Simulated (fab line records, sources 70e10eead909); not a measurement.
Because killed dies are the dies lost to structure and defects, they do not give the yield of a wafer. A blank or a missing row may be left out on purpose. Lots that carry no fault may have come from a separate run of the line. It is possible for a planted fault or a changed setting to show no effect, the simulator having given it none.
Matching of chambers	flow nand_harc	3 sister chambers for NHARC_A_CHANNEL_HOLE_D1_DEP_01 on pecvd-01
The step deposits SiON, target thk 140 nm. 14 wafers are shown with their chamber, then 7 later ones without.

WAFERS, EACH WITH ITS CHAMBER
wafer	chamber	heater_power_w (W)	susceptor_temp_C (C)
L077.3	1	635	399.54
L077.4	2	606	399.34
L077.6	1	633	400.04
L076.2	1	674	399.86
L076.4	0	903	399.87
L076.5	2	558	399.96
L081.1	0	882	400.08
L081.2	2	600	400.26
L081.4	2	592	399.81
L088.2	2	584	399.95
L088.3	0	935	399.94
L088.6	1	630	400.06
L093.1	0	938	400.09
L093.2	1	638	399.99

SIGNATURES (means of the wafers above)
reading	chamber 0	chamber 1	chamber 2	scatter within a chamber
heater_power_w	914.50	642.00	588.00	21.1
susceptor_temp_C	399.9950	399.8980	399.8640	0.247
Rule: distance of a wafer from a chamber = root of the sum over the readings of ((wafer's reading minus chamber's mean) / reading's scatter) squared. If the next closest chamber is less than 2 further off than the closest, the wafer can't be placed; otherwise it belongs to the closest. The scatter: the root of (the sum of the squares of (reading less its chamber's mean) over the shown wafers, divided by (wafers less chambers)).

WAFERS MISSING THEIR CHAMBER
wafer	heater_power_w (W)	susceptor_temp_C (C)
L093.6	775	400.17
L097.2	902	400.33
L097.4	950	400.17
L097.6	942	400.34
L095.1	818	399.92
L095.3	832	400.57
L095.6	563	399.75

CHAMBER TAKEN BY EACH
wafer	from the rows above	in truth
L093.6	can't be placed: 1 or 0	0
L097.2	0	0
L097.4	0	0
L097.6	0	0
L095.1	0	0
L095.3	0	0
L095.6	2	2
Correctly placed: 6 of 7. Can't be placed from these rows: 1 (the true chamber is among the candidates in 1). Placed wrongly: 0.
